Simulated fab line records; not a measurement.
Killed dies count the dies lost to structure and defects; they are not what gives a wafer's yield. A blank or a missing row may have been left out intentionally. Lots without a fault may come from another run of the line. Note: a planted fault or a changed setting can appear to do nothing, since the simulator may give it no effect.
fab line records	flow nand-harc	part 1 of 2: steps 1 to 31 of 37
record lots=5	wafers=15	last-day=32
route steps=1302 shown A_ONON_D1@429 A_CHANNEL_HOLE_D1@450
lots with no fault: from the same line, run without faults
start-h: hours from the record's opening day to when the first of the lot's shown wafers began	wait-h: hours elapsed since this lot's preceding step	" identical to the entry in the row above	L1.1+2: several wafers, shown together as one row	- no value, or no start was given	* or withheld: withheld	< > ~ a bound
route shown NAME@n: names a module that has steps shown in the file, with the first one's number in the route	usual: mean and standard deviation over wafers with no fault	same: alike in all rows	chamber/n: place in a boat	sites: per-site readings	_std_site: the values' standard deviation	_edge_site: inner sites' mean taken away from outer sites' mean	radius-mm: for every site, how far away it sits from the centre of the wafer	mask NAME#n: copy n	behind: the most recent tool/chamber to have shaped the wafer	hold: cause of the lot's hold/its duration in hours/its outcome	device: whichever transistor did not switch (one of n, p or np)	end of line: tests of these same wafers at the route's end	for a step that has no rows: nothing shown but its recipe	killed: the dies lost at the first sort to structure and to defects; this is not the yield of the wafer	map: dies across one wafer; x = killed, . = not, _ = none there
set.NAME: the run value of the setting; set.NAME@STEP: its run value at that earlier step	model.NAME: the simulator's own value behind a step, which no gauge read
certain route steps with their lots: each step a table, each wafer a row
services: when a tool's chamber went out of use (start-h, in hours from the record's first day, below 0 if earlier), for how many hours, and the reason
## steps
# step NHARC_A_ONON_D1_THK_MEAS_08
# recipe thk-meas-gauge=ellipsometry
# usual thk-nm=999/9.7
lot.wafer	tool	chamber	start-h	wait-h	thk-nm
L079.2	film-metro-01	-	214.59	-	1002
L079.5	"	-	"	"	1000
L079.6	"	-	"	"	1002
L080.1	film-metro-01	-	222.98	-	1001
L080.5	"	-	"	"	1000
L080.6	"	-	"	"	998
L087.2	film-metro-01	-	292.42	-	998
L087.3	"	-	"	"	997
L087.4	"	-	"	"	996
L092.1	film-metro-02	-	344.37	-	1001
L092.4	"	-	"	"	1001
L092.6	"	-	"	"	1001
L094.1	film-metro-01	-	361.22	-	992
L094.4	"	-	"	"	993
L094.6	"	-	"	"	991
# step NHARC_A_ONON_D1_DEP_09
# recipe target-thk-a=10000	n2-flow-sccm=2750	n2o-flow-sccm=2000	nh3-flow-sccm=500	sih4-flow-sccm=210	temp-c=400
# usual n2o-flow-sccm=2000/6.1
lot.wafer	tool	chamber	start-h	wait-h	n2o-flow-sccm
L079.2	pecvd-onon-01	0	214.71	0.1	1999
L079.5	"	0	"	"	2007
L079.6	"	0	"	"	1999
L080.1	pecvd-onon-02	0	223.03	0.1	1994
L080.5	"	0	"	"	1999
L080.6	"	0	"	"	1996
L087.2	pecvd-onon-03	0	292.54	0.1	1999
L087.3	"	0	"	"	2001
L087.4	"	0	"	"	1994
L092.1	pecvd-onon-02	0	344.42	0.1	1988
L092.4	"	0	"	"	1998
L092.6	"	0	"	"	1989
L094.1	pecvd-onon-03	0	361.28	0.1	1996
L094.4	"	0	"	"	1987
L094.6	"	0	"	"	2007
# step NHARC_A_ONON_D1_THK_MEAS_11
# recipe thk-meas-gauge=ellipsometry
# usual thk-nm=1001/7.6
lot.wafer	tool	chamber	start-h	wait-h	thk-nm
L079.2	film-metro-02	-	215.15	-	1010
L079.5	"	-	"	"	1007
L079.6	"	-	"	"	1010
L080.1	film-metro-02	-	223.54	-	995
L080.5	"	-	"	"	993
L080.6	"	-	"	"	994
L087.2	film-metro-02	-	292.99	-	996
L087.3	"	-	"	"	994
L087.4	"	-	"	"	996
L092.1	film-metro-01	-	344.93	-	1002
L092.4	"	-	"	"	1001
L092.6	"	-	"	"	1000
L094.1	film-metro-01	-	361.79	-	994
L094.4	"	-	"	"	993
L094.6	"	-	"	"	994
# step NHARC_A_ONON_D1_DEP_12
# recipe target-thk-a=10000	n2-flow-sccm=2750	n2o-flow-sccm=2000	nh3-flow-sccm=500	sih4-flow-sccm=210	temp-c=400
# usual n2o-flow-sccm=2000/5.7
lot.wafer	tool	chamber	start-h	wait-h	n2o-flow-sccm
L079.2	pecvd-onon-02	0	215.26	0.1	1990
L079.5	"	0	"	"	1997
L079.6	"	0	"	"	2005
L080.1	pecvd-onon-03	0	223.60	0.1	2006
L080.5	"	0	"	"	1997
L080.6	"	0	"	"	2005
L087.2	pecvd-onon-02	0	293.10	0.1	2005
L087.3	"	0	"	"	1994
L087.4	"	0	"	"	1998
L092.1	pecvd-onon-01	0	344.99	0.1	1996
L092.4	"	0	"	"	1996
L092.6	"	0	"	"	1992
L094.1	pecvd-onon-02	0	361.84	0.1	2005
L094.4	"	0	"	"	2000
L094.6	"	0	"	"	2010
# step NHARC_A_ONON_D1_THK_MEAS_14
# recipe thk-meas-gauge=ellipsometry
# usual thk-nm=998/11
lot.wafer	tool	chamber	start-h	wait-h	thk-nm
L079.2	film-metro-01	-	215.71	-	997
L079.5	"	-	"	"	997
L079.6	"	-	"	"	997
L080.1	film-metro-02	-	224.11	-	1001
L080.5	"	-	"	"	1003
L080.6	"	-	"	"	1001
L087.2	film-metro-02	-	293.54	-	1008
L087.3	"	-	"	"	1009
L087.4	"	-	"	"	1009
L092.1	film-metro-01	-	345.51	-	1002
L092.4	"	-	"	"	1001
L092.6	"	-	"	"	1002
L094.1	film-metro-01	-	362.35	-	1000
L094.4	"	-	"	"	1001
L094.6	"	-	"	"	999
# step NHARC_A_ONON_D1_ANNEAL_15
# recipe temp-c=750	time-s=3600
# usual zone-power-top-pct=24.1/1.9
lot.wafer	tool	chamber	start-h	wait-h	zone-power-top-pct
L079.2	furnace-02	0	219.10	3.4	22.9
L079.5	"	0	"	"	23.1
L079.6	"	0	"	"	23.1
L080.1	furnace-02	0	227.88	3.8	22.9
L080.5	"	0	"	"	23.0
L080.6	"	0	"	"	23.2
L087.2	furnace-01	0	297.22	3.7	26.7
L087.3	"	0	"	"	27.8
L087.4	"	0	"	"	27.8
L092.1	furnace-02	0	348.98	3.5	23.1
L092.4	"	0	"	"	23.1
L092.6	"	0	"	"	23.3
L094.1	furnace-01	0	366.04	3.7	28.2
L094.4	"	0	"	"	28.5
L094.6	"	0	"	"	27.1
# step NHARC_A_ONON_D1_DEP_16
# recipe target-thk-a=10000	n2-flow-sccm=2750	n2o-flow-sccm=2000	nh3-flow-sccm=500	sih4-flow-sccm=210	temp-c=400
# usual n2o-flow-sccm=2001/6.9
lot.wafer	tool	chamber	start-h	wait-h	n2o-flow-sccm
L079.2	pecvd-onon-03	0	223.01	0.1	2003
L079.5	"	0	"	"	1999
L079.6	"	0	"	"	1991
L080.1	pecvd-onon-01	0	231.81	0.1	1995
L080.5	"	0	"	"	2001
L080.6	"	0	"	"	2010
L087.2	pecvd-onon-01	0	301.15	0.1	2005
L087.3	"	0	"	"	1994
L087.4	"	0	"	"	2001
L092.1	pecvd-onon-03	0	352.85	0.1	2014
L092.4	"	0	"	"	2001
L092.6	"	0	"	"	2009
L094.1	pecvd-onon-03	0	370.02	0.1	2003
L094.4	"	0	"	"	1995
L094.6	"	0	"	"	1999
# step NHARC_A_ONON_D1_THK_MEAS_18
# recipe thk-meas-gauge=ellipsometry
# usual thk-nm=1000/6.1
lot.wafer	tool	chamber	start-h	wait-h	thk-nm
L079.2	film-metro-02	-	223.46	-	1010
L079.5	"	-	"	"	1012
L079.6	"	-	"	"	1011
L080.1	film-metro-02	-	232.32	-	995
L080.5	"	-	"	"	996
L080.6	"	-	"	"	995
L087.2	film-metro-01	-	301.61	-	1002
L087.3	"	-	"	"	1001
L087.4	"	-	"	"	1003
L092.1	film-metro-01	-	353.36	-	1006
L092.4	"	-	"	"	1007
L092.6	"	-	"	"	1007
L094.1	film-metro-01	-	370.53	-	1002
L094.4	"	-	"	"	1003
L094.6	"	-	"	"	1002
# step NHARC_A_ONON_D1_DEP_19
# recipe target-thk-a=10000	n2-flow-sccm=2750	n2o-flow-sccm=2000	nh3-flow-sccm=500	sih4-flow-sccm=210	temp-c=400
# usual n2o-flow-sccm=1999/6.2
lot.wafer	tool	chamber	start-h	wait-h	n2o-flow-sccm
L079.2	pecvd-onon-01	0	223.57	0.1	2000
L079.5	"	0	"	"	2004
L079.6	"	0	"	"	1996
L080.1	pecvd-onon-01	0	232.38	0.1	2001
L080.5	"	0	"	"	1993
L080.6	"	0	"	"	1996
L087.2	pecvd-onon-03	0	301.72	0.1	2001
L087.3	"	0	"	"	1988
L087.4	"	0	"	"	1999
L092.1	pecvd-onon-01	0	353.42	0.1	2003
L092.4	"	0	"	"	2000
L092.6	"	0	"	"	1989
L094.1	pecvd-onon-03	0	370.59	0.1	2005
L094.4	"	0	"	"	2005
L094.6	"	0	"	"	1996
# step NHARC_A_ONON_D1_THK_MEAS_21
# recipe thk-meas-gauge=ellipsometry
# usual thk-nm=1005/9
lot.wafer	tool	chamber	start-h	wait-h	thk-nm
L079.2	film-metro-01	-	224.02	-	1008
L079.5	"	-	"	"	1008
L079.6	"	-	"	"	1008
L080.1	film-metro-02	-	232.89	-	1006
L080.5	"	-	"	"	1006
L080.6	"	-	"	"	1004
L087.2	film-metro-02	-	302.18	-	994
L087.3	"	-	"	"	994
L087.4	"	-	"	"	993
L092.1	film-metro-01	-	353.93	-	1015
L092.4	"	-	"	"	1016
L092.6	"	-	"	"	1017
L094.1	film-metro-02	-	371.10	-	1027
L094.4	"	-	"	"	1027
L094.6	"	-	"	"	1027
# step NHARC_A_ONON_D1_DEP_22
# recipe target-thk-a=10000	n2-flow-sccm=2750	n2o-flow-sccm=2000	nh3-flow-sccm=500	sih4-flow-sccm=210	temp-c=400
# usual n2o-flow-sccm=2002/6.1
lot.wafer	tool	chamber	start-h	wait-h	n2o-flow-sccm
L079.2	pecvd-onon-02	0	224.13	0.1	2002
L079.5	"	0	"	"	2006
L079.6	"	0	"	"	1994
L080.1	pecvd-onon-02	0	232.95	0.1	2007
L080.5	"	0	"	"	2006
L080.6	"	0	"	"	2007
L087.2	pecvd-onon-02	0	302.29	0.1	1999
L087.3	"	0	"	"	2004
L087.4	"	0	"	"	1997
L092.1	pecvd-onon-02	0	353.99	0.1	2004
L092.4	"	0	"	"	1995
L092.6	"	0	"	"	2003
L094.1	pecvd-onon-03	0	371.15	0.1	2005
L094.4	"	0	"	"	2014
L094.6	"	0	"	"	2013
# step NHARC_A_ONON_D1_THK_MEAS_24
# recipe thk-meas-gauge=ellipsometry
# usual thk-nm=1000/12
lot.wafer	tool	chamber	start-h	wait-h	thk-nm
L079.2	film-metro-01	-	224.59	-	988
L079.5	"	-	"	"	988
L079.6	"	-	"	"	989
L080.1	film-metro-01	-	233.46	-	989
L080.5	"	-	"	"	989
L080.6	"	-	"	"	990
L087.2	film-metro-02	-	302.75	-	985
L087.3	"	-	"	"	985
L087.4	"	-	"	"	985
L092.1	film-metro-02	-	354.50	-	993
L092.4	"	-	"	"	994
L092.6	"	-	"	"	994
L094.1	film-metro-02	-	371.67	-	990
L094.4	"	-	"	"	989
L094.6	"	-	"	"	988
# step NHARC_A_ONON_D1_DEP_25
# recipe target-thk-a=10000	n2-flow-sccm=2750	n2o-flow-sccm=2000	nh3-flow-sccm=500	sih4-flow-sccm=210	temp-c=400
# usual n2o-flow-sccm=2000/6.6
lot.wafer	tool	chamber	start-h	wait-h	n2o-flow-sccm
L079.2	pecvd-onon-01	0	224.70	0.1	1992
L079.5	"	0	"	"	1992
L079.6	"	0	"	"	2002
L080.1	pecvd-onon-01	0	233.52	0.1	2004
L080.5	"	0	"	"	2009
L080.6	"	0	"	"	1999
L087.2	pecvd-onon-01	0	302.86	0.1	2001
L087.3	"	0	"	"	2005
L087.4	"	0	"	"	1996
L092.1	pecvd-onon-03	0	354.55	0.1	2004
L092.4	"	0	"	"	1996
L092.6	"	0	"	"	2000
L094.1	pecvd-onon-03	0	371.72	0.1	1991
L094.4	"	0	"	"	1999
L094.6	"	0	"	"	1998
# step NHARC_A_ONON_D1_THK_MEAS_27
# recipe thk-meas-gauge=ellipsometry
# usual thk-nm=997/8.9
lot.wafer	tool	chamber	start-h	wait-h	thk-nm
L079.2	film-metro-01	-	225.16	-	998
L079.5	"	-	"	"	998
L079.6	"	-	"	"	1000
L080.1	film-metro-02	-	234.06	-	1000
L080.5	"	-	"	"	998
L080.6	"	-	"	"	1000
L087.2	film-metro-01	-	303.31	-	989
L087.3	"	-	"	"	985
L087.4	"	-	"	"	989
L092.1	film-metro-02	-	355.07	-	998
L092.4	"	-	"	"	998
L092.6	"	-	"	"	997
L094.1	film-metro-01	-	372.23	-	1001
L094.4	"	-	"	"	999
L094.6	"	-	"	"	1001
# step NHARC_A_ONON_D1_DEP_28
# recipe target-thk-a=10000	n2-flow-sccm=2750	n2o-flow-sccm=2000	nh3-flow-sccm=500	sih4-flow-sccm=210	temp-c=400
# usual n2o-flow-sccm=2000/5.9
lot.wafer	tool	chamber	start-h	wait-h	n2o-flow-sccm
L079.2	pecvd-onon-03	0	225.27	0.1	2001
L079.5	"	0	"	"	2001
L079.6	"	0	"	"	2004
L080.1	pecvd-onon-01	0	234.11	0.1	1998
L080.5	"	0	"	"	1993
L080.6	"	0	"	"	1990
L087.2	pecvd-onon-03	0	303.43	0.1	1999
L087.3	"	0	"	"	2008
L087.4	"	0	"	"	2008
L092.1	pecvd-onon-02	0	355.12	0.1	2009
L092.4	"	0	"	"	1995
L092.6	"	0	"	"	2009
L094.1	pecvd-onon-03	0	372.29	0.1	1996
L094.4	"	0	"	"	1989
L094.6	"	0	"	"	1989
# step NHARC_A_ONON_D1_THK_MEAS_30
# recipe thk-meas-gauge=ellipsometry
# usual thk-nm=1000/8.9
lot.wafer	tool	chamber	start-h	wait-h	thk-nm
L079.2	film-metro-01	-	225.73	-	1002
L079.5	"	-	"	"	1001
L079.6	"	-	"	"	1001
L080.1	film-metro-02	-	234.62	-	990
L080.5	"	-	"	"	988
L080.6	"	-	"	"	990
L087.2	film-metro-02	-	303.87	-	1014
L087.3	"	-	"	"	1013
L087.4	"	-	"	"	1015
L092.1	film-metro-02	-	355.63	-	1010
L092.4	"	-	"	"	1009
L092.6	"	-	"	"	1010
L094.1	film-metro-01	-	372.80	-	992
L094.4	"	-	"	"	992
L094.6	"	-	"	"	989
# step NHARC_A_ONON_D1_DEP_33
# recipe target-thk-a=2000	temp-c=400	pressure-torr=6.5	rf-w=900	teos-flow-sccm=161.4	flow-sccm=2650	target-thk-nm=200	gas=O2	material=SiO2
# usual chamber-pressure-Torr=6.501/0.015	heater-power-w=593/85	mfc-precursor-sccm=161.4/0.51	throttle-valve-pct=15.9/0.54
lot.wafer	tool	chamber	start-h	wait-h	chamber-pressure-Torr	heater-power-w	mfc-precursor-sccm	throttle-valve-pct
L079.2	pecvd-03	1	225.83	0.1	6.516	544	161.6	15.9
L079.5	"	1	"	"	6.479	554	161.4	16.1
L079.6	"	2	"	"	6.480	424	161.1	15.7
L080.1	pecvd-03	0	234.73	0.1	6.478	502	161.5	15.8
L080.5	"	2	"	"	6.517	525	160.9	16.2
L080.6	"	1	"	"	6.495	542	162.0	16.3
L087.3	pecvd-02	0	303.93	0.1	6.505	727	160.7	16.4
L087.2	"	2	"	"	6.486	575	161.6	16.3
L087.4	"	1	"	"	6.469	611	161.0	15.0
L092.1	pecvd-04	2	355.74	0.1	6.502	680	161.4	16.1
L092.4	"	1	"	"	6.515	617	160.9	14.8
L092.6	"	0	"	"	6.495	660	161.9	16.2
L094.1	pecvd-04	2	373.25	0.5	6.498	765	161.7	16.1
L094.6	"	0	"	"	6.511	589	161.9	15.9
L094.4	"	1	"	"	6.496	675	161.4	14.9
# step NHARC_A_ONON_D1_THK_MEAS_34
# recipe thk-meas-gauge=ellipsometry
# usual thk-nm=200/3.6
lot.wafer	tool	chamber	start-h	wait-h	thk-nm
L079.2	film-metro-02	-	226.20	-	194
L079.5	"	-	"	"	200
L079.6	"	-	"	"	198
L080.1	film-metro-02	-	235.10	-	200
L080.5	"	-	"	"	201
L080.6	"	-	"	"	198
L087.2	film-metro-02	-	304.34	-	201
L087.3	"	-	"	"	198
L087.4	"	-	"	"	204
L092.1	film-metro-01	-	356.10	-	205
L092.4	"	-	"	"	210
L092.6	"	-	"	"	204
L094.1	film-metro-02	-	373.67	-	203
L094.4	"	-	"	"	208
L094.6	"	-	"	"	204
# step NHARC_A_ONON_D1_INSPECT_32
# usual raw-defect-count=74/29
lot.wafer	tool	chamber	start-h	wait-h	raw-defect-count
L079.2	defect-inspect-02	-	226.26	0.0	85
L079.5	"	-	"	"	95
L079.6	"	-	"	"	106
L080.1	defect-inspect-02	-	235.16	0.0	43
L080.5	"	-	"	"	58
L080.6	"	-	"	"	77
L087.2	defect-inspect-02	-	304.41	0.0	63
L087.3	"	-	"	"	82
L087.4	"	-	"	"	70
L092.1	defect-inspect-02	-	356.17	0.0	81
L092.4	"	-	"	"	48
L092.6	"	-	"	"	64
L094.1	defect-inspect-02	-	373.73	0.0	96
L094.4	"	-	"	"	86
L094.6	"	-	"	"	43
# step NHARC_A_CHANNEL_HOLE_D1_DEP_00
# recipe target-thk-a=31000	temp-c=400	material=aC
# usual throttle-valve-pct=34.998/0.0086
lot.wafer	tool	chamber	start-h	wait-h	throttle-valve-pct
L079.2	acl-dep-02	0	226.87	0.6	34.995
L079.5	"	0	"	"	35.000
L079.6	"	0	"	"	34.997
L080.1	acl-dep-01	0	235.23	0.1	35.007
L080.5	"	0	236.49	1.3	34.997
L080.6	"	0	"	"	34.989
L087.2	acl-dep-02	0	304.79	0.4	35.003
L087.3	"	0	"	"	34.993
L087.4	"	0	"	"	34.994
L092.1	acl-dep-02	0	356.56	0.4	34.993
L092.4	"	0	"	"	34.991
L092.6	"	0	"	"	34.994
L094.1	acl-dep-03	0	375.09	1.4	34.996
L094.4	"	0	"	"	34.980
L094.6	"	0	"	"	35.002
# step NHARC_A_CHANNEL_HOLE_D1_DEP_01
# recipe target-thk-a=1400	target-thk-nm=140	temp-c=400	pressure-torr=3.5	flow-sccm=200	rf-w=350	material=SiON
# usual chamber-pressure-Torr=3.499/0.0082	heater-power-w=788/98
lot.wafer	tool	chamber	start-h	wait-h	chamber-pressure-Torr	heater-power-w
L079.2	pecvd-01	0	228.49	1.3	3.497	796
L079.5	"	0	"	"	3.495	829
L079.6	"	1	"	"	3.502	716
L080.1	pecvd-01	1	237.20	1.7	3.495	742
L080.5	"	0	"	"	3.483	884
L080.6	"	1	"	"	3.497	745
L087.2	pecvd-02	2	306.45	1.3	3.505	806
L087.3	"	0	"	"	3.496	802
L087.4	"	2	"	"	3.507	793
L092.1	pecvd-02	1	358.71	1.8	3.509	791
L092.6	"	1	"	"	3.511	817
L092.4	"	0	"	"	3.493	828
L094.1	pecvd-02	0	377.01	1.6	3.493	882
L094.6	"	0	"	"	3.501	878
L094.4	"	2	"	"	3.504	770
# step NHARC_A_CHANNEL_HOLE_D1_DEHYDRATE_02
# recipe temp-c=150	time-s=120
lot.wafer	tool	chamber	start-h	wait-h
L079.2+5+6	litho-track-04	0	228.77	0.2
L080.1+5+6	litho-track-04	0	237.41	0.2
L087.2+3+4	litho-track-01	0	306.69	0.2
L092.1+4+6	litho-track-04	0	358.98	0.2
L094.1+4+6	litho-track-01	0	377.28	0.2
# step NHARC_A_CHANNEL_HOLE_D1_HMDS_03
# recipe time-s=30
lot.wafer	tool	chamber	start-h	wait-h
L079.2+5+6	litho-track-04	0	-	-
L080.1+5+6	litho-track-04	0	-	-
L087.2+3+4	litho-track-01	0	-	-
L092.1+4+6	litho-track-04	0	-	-
L094.1+4+6	litho-track-01	0	-	-
# step NHARC_A_CHANNEL_HOLE_D1_COAT_36
# recipe temp-c=260	time-s=75
lot.wafer	tool	chamber	start-h	wait-h
L079.2+5+6	litho-track-04	0	-	-
L080.1+5+6	litho-track-04	0	-	-
L087.2+3+4	litho-track-01	0	-	-
L092.1+4+6	litho-track-04	0	-	-
L094.1+4+6	litho-track-01	0	-	-
# step NHARC_A_CHANNEL_HOLE_D1_COAT_37
# recipe temp-c=225	time-s=65
lot.wafer	tool	chamber	start-h	wait-h
L079.2+5+6	litho-track-04	0	-	-
L080.1+5+6	litho-track-04	0	-	-
L087.2+3+4	litho-track-01	0	-	-
L092.1+4+6	litho-track-04	0	-	-
L094.1+4+6	litho-track-01	0	-	-
# step NHARC_A_CHANNEL_HOLE_D1_COAT_04
# recipe spin-rpm=1500	resist-thk-nm=90
lot.wafer	tool	chamber	start-h	wait-h
L079.2+5+6	litho-track-04	0	-	-
L080.1+5+6	litho-track-04	0	-	-
L087.2+3+4	litho-track-01	0	-	-
L092.1+4+6	litho-track-04	0	-	-
L094.1+4+6	litho-track-01	0	-	-
# step NHARC_A_CHANNEL_HOLE_D1_SOFTBAKE_05
# recipe temp-c=105	time-s=55
lot.wafer	tool	chamber	start-h	wait-h
L079.2+5+6	litho-track-04	0	-	-
L080.1+5+6	litho-track-04	0	-	-
L087.2+3+4	litho-track-01	0	-	-
L092.1+4+6	litho-track-04	0	-	-
L094.1+4+6	litho-track-01	0	-	-
# step NHARC_A_CHANNEL_HOLE_D1_EBR_06
lot.wafer	tool	chamber	start-h	wait-h
L079.2+5+6	litho-track-04	0	-	-
L080.1+5+6	litho-track-04	0	-	-
L087.2+3+4	litho-track-01	0	-	-
L092.1+4+6	litho-track-04	0	-	-
L094.1+4+6	litho-track-01	0	-	-
# step NHARC_A_CHANNEL_HOLE_D1_EXPOSE_07
# recipe na=1.35	target-cd-nm=100	sigma-outer=0.3	dose-mj=59.65	mask-id=HOLE_D1
# usual stage-vel-mm-s=499.99/0.25
lot.wafer	tool	chamber	start-h	wait-h	mask	stage-vel-mm-s
L079.2	arfi-scanner-02	0	229.08	-	HOLE_D1#0	499.68
L079.5	"	0	"	"	HOLE_D1#0	499.55
L079.6	"	0	"	"	HOLE_D1#0	499.58
L080.1	arfi-scanner-03	0	237.72	-	HOLE_D1#0	500.03
L080.5	"	0	"	"	HOLE_D1#0	500.29
L080.6	"	0	"	"	HOLE_D1#0	499.82
L087.2	arfi-scanner-01	0	307.00	-	HOLE_D1#0	499.94
L087.3	"	0	"	"	HOLE_D1#0	500.20
L087.4	"	0	"	"	HOLE_D1#0	499.79
L092.1	arfi-scanner-03	0	359.30	-	HOLE_D1#0	499.70
L092.4	"	0	"	"	HOLE_D1#0	499.99
L092.6	"	0	"	"	HOLE_D1#0	500.32
L094.1	arfi-scanner-02	0	377.59	-	HOLE_D1#0	500.09
L094.4	"	0	"	"	HOLE_D1#0	500.32
L094.6	"	0	"	"	HOLE_D1#0	500.08
# step NHARC_A_CHANNEL_HOLE_D1_PEB_08
# recipe peb-temp-c=100	peb-time-s=65
lot.wafer	tool	chamber	start-h	wait-h
L079.2+5+6	litho-track-01	0	229.14	0.1
L080.1+5+6	litho-track-01	0	237.78	0.1
L087.2+3+4	litho-track-04	0	307.06	0.1
L092.1+4+6	litho-track-04	0	359.36	0.1
L094.1+4+6	litho-track-06	0	377.65	0.1
# step NHARC_A_CHANNEL_HOLE_D1_DEVELOP_09
# recipe develop-time-s=35	dev-temp-c=23
lot.wafer	tool	chamber	start-h	wait-h
L079.2+5+6	litho-track-01	0	-	-
L080.1+5+6	litho-track-01	0	-	-
L087.2+3+4	litho-track-04	0	-	-
L092.1+4+6	litho-track-04	0	-	-
L094.1+4+6	litho-track-06	0	-	-
